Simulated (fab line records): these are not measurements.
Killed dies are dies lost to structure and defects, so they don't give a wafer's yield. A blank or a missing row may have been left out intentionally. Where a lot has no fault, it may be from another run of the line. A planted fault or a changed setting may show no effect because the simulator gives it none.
fab line records -- flow n5-finfet
record lots=7, wafers=21, last-day=18
route steps=1938 shown BEOL_M15@1807
lots untouched by any fault: they come from a run of this same line in which no faults occurred
start-h: the number of hours between the record's first day and the start of the first shown wafer of the lot -- wait-h: hours elapsed since this lot's preceding step -- " identical to the entry in the row above -- L1.1+2: one row covering several wafers at once -- - no value present, or no start provided -- * or withheld: withheld -- < > ~ a bound
route shown NAME@n: names a module that has steps shown in the file, with the first one's number in the route -- usual: mean/standard deviation taken from wafers without a fault -- same: alike in all rows -- chamber/n: place in a boat -- sites: each site's reading -- _std_site: the values' standard deviation -- _edge_site: outer sites' mean less inner sites' -- radius-mm: how far each site lies from the wafer's centre -- mask NAME#n: copy n -- behind: tool/chamber where the wafer was last shaped -- hold: the reason the lot was held/the length of the hold in hours/how it ended -- device: names the non-switching transistor (n, p or np) -- end of line: the same wafers' tests at the end of the route -- step lacking rows: just its recipe -- killed: not the wafer's yield, but the dies lost to structure and defects at the first sort -- map: the dies of a wafer, with x for killed, . for not killed, _ for no die there
set.NAME: the setting the step ran with; set.NAME@STEP: the setting that earlier step ran with -- model.NAME: the simulator's own value behind a step, which no gauge read
a table for each step, a row for each wafer; lots at some steps of the route
services: the hour from which a tool's chamber was out of use, counted from the record's first day as start-h (under 0 if before that day), plus the number of hours and why
## steps
# step N5_BEOL_M15_DESCUM_33
# recipe chemistry=O2, time-s=7.9, source-power-w=50, bias-power-w=20, pressure-mtorr=20, rf-frequency-hz=2.712e+07, temp-c=40, o2-flow-sccm=225
# usual drypump-motor-current-A=5.6/0.35, o2-flow-sccm=224.9/0.68, oes-product-au=0.78/0.09, rf-vpp-V=242.9/1.2, showerhead-plenum-p-Torr=2.08/0.051, throttle-valve-pct=20.5/0.32
lot.wafer,tool,chamber,start-h,wait-h,drypump-motor-current-A,o2-flow-sccm,oes-product-au,rf-hours-counter-h,rf-vpp-V,showerhead-plenum-p-Torr,throttle-valve-pct
L339.2,rie-diel-06,2,257.62,1.2,6.0,224.4,0.83,76,243.2,2.05,20.5
L339.4,rie-diel-06,2,257.62,1.2,6.0,225.3,0.83,-,242.0,2.05,20.5
L339.5,rie-diel-06,1,257.62,1.2,5.3,224.5,0.76,-,243.3,2.09,20.6
L350.1,rie-diel-02,1,315.00,0.0,6.1,225.7,0.83,84,243.1,2.13,21.0
L350.2,rie-diel-02,0,315.00,0.0,5.5,224.6,0.86,53,244.2,2.13,20.6
L350.4,rie-diel-02,2,315.00,0.0,5.5,224.9,0.69,240,242.3,2.06,20.3
L353.1,rie-diel-02,1,328.88,0.3,6.1,224.8,0.82,89,243.2,2.13,21.0
L353.5,rie-diel-02,2,328.88,0.3,5.5,223.4,0.67,-,242.1,2.05,20.3
L353.6,rie-diel-02,3,328.88,0.3,5.1,225.4,0.77,-,242.9,2.10,20.2
L351.2,rie-diel-06,2,332.85,0.0,6.0,224.5,0.79,99,241.7,2.04,20.6
L351.4,rie-diel-06,0,332.85,0.0,5.1,225.4,0.94,18,243.6,2.13,20.0
L351.6,rie-diel-06,2,332.85,0.0,6.0,225.4,0.79,-,243.4,2.04,20.6
L356.1,rie-diel-02,0,379.36,0.0,5.5,224.7,0.83,71,243.7,2.12,20.6
L356.2,rie-diel-02,3,379.36,0.0,5.2,225.9,0.76,138,242.9,2.10,20.2
L356.3,rie-diel-02,1,379.36,0.0,6.1,224.2,0.81,102,241.5,2.13,21.0
L361.1,rie-diel-04,1,387.15,0.1,5.8,223.2,0.75,158,241.9,2.02,20.5
L361.4,rie-diel-04,2,387.15,0.1,6.1,224.7,0.68,220,245.2,2.16,20.4
L361.6,rie-diel-04,2,387.15,0.1,6.1,224.6,0.68,-,244.2,2.16,20.4
L360.1,rie-diel-06,0,415.80,0.0,5.1,224.5,0.90,37,243.6,2.12,20.0
L360.2,rie-diel-06,1,415.80,0.0,5.3,224.9,0.72,209,242.3,2.08,20.7
L360.6,rie-diel-06,2,415.80,0.0,6.0,225.8,0.78,-,242.5,2.03,20.6
# step N5_BEOL_M15_ETCH_61
# recipe chemistry=N2/H2, target=BARC, target-depth-a=890, overetch-a=267, time-s=67.9, ion-energy-ev=200, pressure-mtorr=30, source-w=840, bias-w=150, n2-flow-sccm=200, h2-flow-sccm=200
# usual drypump-motor-current-A=5.6/0.34, h2-flow-sccm=200.1/0.53, oes-product-au=0.67/0.072, rf-vpp-V=523.4/2.1, showerhead-plenum-p-Torr=2.53/0.069, throttle-valve-pct=17.93/0.29
lot.wafer,tool,chamber,start-h,wait-h,drypump-motor-current-A,h2-flow-sccm,oes-product-au,rf-hours-counter-h,rf-vpp-V,showerhead-plenum-p-Torr,throttle-valve-pct
L339.2,rie-diel-06,2,257.66,0.0,6.0,199.4,0.71,76,521.4,2.48,17.85
L339.4,rie-diel-06,2,257.66,0.0,6.0,200.4,0.71,-,521.8,2.47,17.85
L339.5,rie-diel-06,1,257.66,0.0,5.3,199.5,0.64,-,523.5,2.54,18.01
L350.1,rie-diel-02,1,315.04,0.0,6.1,200.1,0.72,84,523.8,2.58,18.27
L350.2,rie-diel-02,0,315.04,0.0,5.5,199.7,0.73,53,522.7,2.59,18.13
L350.4,rie-diel-02,2,315.04,0.0,5.5,200.1,0.59,240,522.7,2.53,18.03
L353.1,rie-diel-02,1,328.92,0.0,6.1,200.2,0.71,89,525.3,2.57,18.29
L353.5,rie-diel-02,2,328.92,0.0,5.5,200.0,0.59,-,522.8,2.53,18.03
L353.6,rie-diel-02,3,328.92,0.0,5.2,199.7,0.66,-,522.7,2.58,17.75
L351.2,rie-diel-06,2,332.89,0.0,6.0,200.0,0.68,99,521.7,2.47,17.90
L351.4,rie-diel-06,0,332.89,0.0,5.1,200.3,0.78,18,526.1,2.60,17.40
L351.6,rie-diel-06,2,332.89,0.0,6.0,199.6,0.69,-,520.0,2.47,17.92
L356.1,rie-diel-02,0,379.39,0.0,5.5,200.7,0.71,71,524.1,2.59,18.17
L356.2,rie-diel-02,3,379.39,0.0,5.2,200.4,0.65,138,526.8,2.57,17.75
L356.3,rie-diel-02,1,379.39,0.0,6.1,199.7,0.70,102,524.8,2.57,18.32
L361.1,rie-diel-04,1,387.18,0.0,5.8,199.4,0.66,158,520.7,2.44,17.87
L361.4,rie-diel-04,2,387.18,0.0,6.1,200.1,0.59,220,526.3,2.61,17.80
L361.6,rie-diel-04,2,387.18,0.0,6.1,200.5,0.60,-,525.6,2.61,17.82
L360.1,rie-diel-06,0,415.83,0.0,5.1,200.7,0.76,37,525.5,2.59,17.42
L360.2,rie-diel-06,1,415.83,0.0,5.3,199.7,0.62,209,522.2,2.52,18.12
L360.6,rie-diel-06,2,415.83,0.0,6.0,199.5,0.66,-,523.2,2.46,17.93
# step N5_BEOL_M15_TRENCH_ETCH_34
# recipe chemistry=C4F8/O2/Ar, target=SiO2, target-depth-a=8729.3, he-inner-torr=15, he-outer-torr=30, time-s=199, ion-energy-ev=800, pressure-mtorr=20, source-w=1905, bias-w=2040, Ar_flow_sccm=400, C4F8_flow_sccm=16, O2_flow_sccm=12
# step N5_BEOL_M15_STRIP_36
# recipe chemistry=O2, power-w=600, temp-c=60, pressure-mtorr=30, rf-frequency-hz=6e+07, bias-power-w=0, overash-fraction=0.3, o2-flow-sccm=225
# step N5_BEOL_M15_STRIP_62
# recipe chemistry=O2, power-w=600, temp-c=60, pressure-mtorr=30, rf-frequency-hz=6e+07, bias-power-w=0, overash-fraction=0.3, o2-flow-sccm=225
# step N5_BEOL_M15_STRIP_37
# recipe chemistry=O2, power-w=600, temp-c=60, pressure-mtorr=30, rf-frequency-hz=6e+07, bias-power-w=0, overash-fraction=0.3, o2-flow-sccm=225
# usual drypump-motor-current-A=5.6/0.35, o2-flow-sccm=225.0/0.75, oes-product-au=0.78/0.086, rf-vpp-V=3.8/0.65, showerhead-plenum-p-Torr=2.09/0.051, throttle-valve-pct=16.66/0.28
# same overash-fraction=0.3
lot.wafer,tool,chamber,start-h,wait-h,drypump-motor-current-A,o2-flow-sccm,oes-product-au,rf-hours-counter-h,rf-vpp-V,showerhead-plenum-p-Torr,throttle-valve-pct
L339.2,rie-diel-06,2,-,-,6.0,225.8,0.82,76,4.9,2.05,16.72
L339.4,rie-diel-06,1,-,-,5.3,226.3,0.76,-,3.2,2.10,16.85
L339.5,rie-diel-06,3,-,-,5.6,226.1,0.75,-,2.8,2.01,17.11
L350.1,rie-diel-04,1,-,-,5.8,226.9,0.78,138,3.9,2.03,16.61
L350.2,rie-diel-04,3,-,-,5.3,225.1,0.71,212,2.8,2.14,16.65
L350.4,rie-diel-04,3,-,-,5.3,224.7,0.71,-,3.5,2.14,16.63
L353.1,rie-diel-04,2,-,-,6.0,225.7,0.70,206,3.2,2.17,16.64
L353.5,rie-diel-04,3,-,-,5.4,224.4,0.72,-,3.9,2.14,16.67
L353.6,rie-diel-04,1,-,-,5.8,225.7,0.79,-,3.5,2.03,16.62
L351.2,rie-diel-02,3,-,-,5.2,224.1,0.77,127,3.1,2.10,16.43
L351.4,rie-diel-02,2,-,-,5.6,225.9,0.67,246,3.6,2.06,16.62
L351.6,rie-diel-02,3,-,-,5.2,225.0,0.77,-,3.7,2.10,16.42
L356.1,rie-diel-06,1,-,-,5.3,225.6,0.72,204,3.8,2.08,16.93
L356.2,rie-diel-06,2,-,-,6.0,224.0,0.78,113,4.0,2.04,16.79
L356.3,rie-diel-06,3,-,-,5.5,225.8,0.71,238,3.8,2.00,17.14
L361.1,rie-diel-04,1,-,-,5.8,225.7,0.76,160,3.9,2.02,16.65
L361.4,rie-diel-04,0,-,-,5.9,225.9,0.95,17,4.3,2.04,16.18
L361.6,rie-diel-04,2,-,-,6.1,225.3,0.68,-,4.2,2.16,16.67
L360.1,rie-diel-04,3,-,-,5.4,224.8,0.69,242,3.1,2.13,16.71
L360.2,rie-diel-04,2,-,-,6.1,225.2,0.68,230,3.4,2.16,16.67
L360.6,rie-diel-04,2,-,-,6.1,226.0,0.68,-,3.5,2.16,16.69
# step N5_BEOL_M15_ETCH_38
# recipe chemistry=CF4/N2, target=SiCN, target-depth-a=1064, taper-deg=2, time-s=120.5, ion-energy-ev=150, mask-material=SiO2, pressure-mtorr=40, source-w=430, bias-w=70, Ar_flow_sccm=100, cf4-flow-sccm=60, n2-flow-sccm=60
# step N5_BEOL_M15_PRECLEAN_39
# recipe chemistry=residue-remover, time-s=60, temp-c=40
# step N5_BEOL_M15_SRD_40
# recipe time-s=30, temp-c=23, rinse-liquid=diw, dry=n2-spin, spin-rpm=1500, dry-time-s=30
# step N5_BEOL_M15_DEGAS_41
# recipe ambient=vacuum, temp-c=300, time-s=60
# usual heater-power-w=482/39
lot.wafer,tool,chamber,start-h,wait-h,heater-power-w
L339.2,pvd-sputter-03,-,258.37,0.0,451
L339.4,pvd-sputter-03,-,258.37,0.0,534
L339.5,pvd-sputter-03,-,258.37,0.0,466
L350.1,pvd-sputter-01,-,318.87,0.2,499
L350.2,pvd-sputter-01,-,318.87,0.2,535
L350.4,pvd-sputter-01,-,318.87,0.2,468
L353.1,pvd-sputter-01,-,330.84,0.4,476
L353.5,pvd-sputter-01,-,330.84,0.4,466
L353.6,pvd-sputter-01,-,330.84,0.4,497
L351.2,pvd-sputter-01,-,338.86,0.4,540
L351.4,pvd-sputter-01,-,338.86,0.4,522
L351.6,pvd-sputter-01,-,338.86,0.4,487
L356.1,pvd-sputter-03,-,381.09,0.5,467
L356.2,pvd-sputter-03,-,381.09,0.5,484
L356.3,pvd-sputter-03,-,381.09,0.5,525
L361.1,pvd-sputter-03,-,393.29,0.5,459
L361.4,pvd-sputter-03,-,393.29,0.5,497
L361.6,pvd-sputter-03,-,393.29,0.5,479
L360.1,pvd-sputter-01,-,418.17,1.7,522
L360.2,pvd-sputter-01,-,418.17,1.7,543
L360.6,pvd-sputter-01,-,418.17,1.7,494
# step N5_BEOL_M15_PRE_CLEAN_42
# recipe gas=H2/He, time-s=30, temp-c=300
# usual heater-power-w=482/38
lot.wafer,tool,chamber,start-h,wait-h,heater-power-w
L339.2,pvd-sputter-03,-,258.41,0.0,447
L339.4,pvd-sputter-03,-,258.41,0.0,531
L339.5,pvd-sputter-03,-,258.41,0.0,462
L350.1,pvd-sputter-01,-,318.91,0.0,486
L350.2,pvd-sputter-01,-,318.91,0.0,534
L350.4,pvd-sputter-01,-,318.91,0.0,467
L353.1,pvd-sputter-01,-,330.88,0.0,468
L353.5,pvd-sputter-01,-,330.88,0.0,474
L353.6,pvd-sputter-01,-,330.88,0.0,493
L351.2,pvd-sputter-01,-,338.90,0.0,541
L351.4,pvd-sputter-01,-,338.90,0.0,522
L351.6,pvd-sputter-01,-,338.90,0.0,474
L356.1,pvd-sputter-03,-,381.13,0.0,467
L356.2,pvd-sputter-03,-,381.13,0.0,475
L356.3,pvd-sputter-03,-,381.13,0.0,538
L361.1,pvd-sputter-03,-,393.33,0.0,459
L361.4,pvd-sputter-03,-,393.33,0.0,483
L361.6,pvd-sputter-03,-,393.33,0.0,498
L360.1,pvd-sputter-01,-,418.21,0.0,512
L360.2,pvd-sputter-01,-,418.21,0.0,550
L360.6,pvd-sputter-01,-,418.21,0.0,490
# step N5_BEOL_M15_SPUTTER_43
# recipe material=TaN, target-thk-a=150, temp-c=50, bias-v=168.6, power-w=15000, chamber-pressure-pa=0.12, time-s=24.19
# usual cathode-dc-power-W=15000/2.8, throttle-valve-pct=30.2/1.1
lot.wafer,tool,chamber,start-h,wait-h,cathode-dc-power-W,throttle-valve-pct,model.TaN_of_BEOL_M15_SPUTTER_43.thk-nm
L339.2,pvd-sputter-03,-,258.45,0.0,15002,28.8,15
L339.4,pvd-sputter-03,-,258.45,0.0,14998,31.4,15
L339.5,pvd-sputter-03,-,258.45,0.0,14997,29.0,15
L350.1,pvd-sputter-01,-,318.95,0.0,14385,31.0,14.4
L350.2,pvd-sputter-01,-,318.95,0.0,14393,29.0,14.2
L350.4,pvd-sputter-01,-,318.95,0.0,14393,29.5,14.6
L353.1,pvd-sputter-01,-,330.92,0.0,14387,29.6,14.4
L353.5,pvd-sputter-01,-,330.92,0.0,14390,29.5,14.4
L353.6,pvd-sputter-01,-,330.92,0.0,14392,31.0,14.6
L351.2,pvd-sputter-01,-,338.94,0.0,14387,28.8,14.2
L351.4,pvd-sputter-01,-,338.94,0.0,14394,28.8,14.6
L351.6,pvd-sputter-01,-,338.94,0.0,14392,30.8,14.6
L356.1,pvd-sputter-03,-,381.17,0.0,15002,28.8,15
L356.2,pvd-sputter-03,-,381.17,0.0,15002,31.5,14.8
L356.3,pvd-sputter-03,-,381.17,0.0,15000,31.5,14.8
L361.1,pvd-sputter-03,-,393.37,0.0,15002,28.7,14.6
L361.4,pvd-sputter-03,-,393.37,0.0,15000,31.5,14.4
L361.6,pvd-sputter-03,-,393.37,0.0,14996,31.3,14.6
L360.1,pvd-sputter-01,-,418.25,0.0,14996,28.6,15
L360.2,pvd-sputter-01,-,418.25,0.0,14999,29.0,14.8
L360.6,pvd-sputter-01,-,418.25,0.0,15003,30.9,15
# step N5_BEOL_M15_SPUTTER_44
# recipe material=Ta, target-thk-a=150, temp-c=50, bias-v=80, power-w=15000, chamber-pressure-pa=0.07, time-s=24.19
## services
tool,chamber,start-h,hours,kind
rie-diel-06,3,237.11,10.1,repair
rie-diel-06,0,256.68,-,clean
rie-diel-06,0,256.68,-,consumable-replace:focus-ring
rie-diel-06,0,256.68,16.4,scheduled-down
rie-diel-06,0,256.68,16.4,vent-cycle
rie-diel-02,2,262.89,2.0,repair
rie-diel-02,-,275.04,4.0,pm
rie-diel-02,2,291.71,6.1,repair
rie-diel-06,2,293.86,4.5,repair
rie-diel-06,3,298.24,2.1,repair
rie-diel-04,0,299.28,-,clean
rie-diel-04,0,299.28,-,consumable-replace:focus-ring
rie-diel-04,0,299.28,33.5,scheduled-down
rie-diel-04,0,299.28,33.5,vent-cycle
rie-diel-02,-,352.24,2.8,pm
rie-diel-02,2,356.20,-,clean
rie-diel-02,2,356.20,-,consumable-replace:esc
rie-diel-02,2,356.20,-,consumable-replace:focus-ring
rie-diel-02,2,356.20,18.2,scheduled-down
rie-diel-02,2,356.20,18.2,vent-cycle
rie-diel-06,-,383.85,14.6,pm
rie-diel-02,0,386.50,6.3,repair
pvd-sputter-01,-,389.72,7.3,repair
rie-diel-02,0,414.33,7.5,repair
## key
first-sign step=N5_BEOL_M15_SPUTTER_43, reading=cathode-dc-power-W, direction=down, sigmas=99+, usual=*, struck=*
effect none on later readings
model-effect step=N5_BEOL_M15_SPUTTER_43, value=TaN_of_BEOL_M15_SPUTTER_43.thk-nm, without=15.04, struck=14.44
met-at N5_BEOL_M15_SPUTTER_43
struck-wafers L350.1,L350.2,L350.4,L351.2,L351.4,L351.6,L353.1,L353.5,L353.6
fault kind=process-parameter-drift, tool=pvd-sputter-01, chamber=-, onset-h=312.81, steps=N5_BEOL_M15_SPUTTER_43, channel=power-w, offset=*, shape=step, end-h=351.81, acts-in=*, stated=*
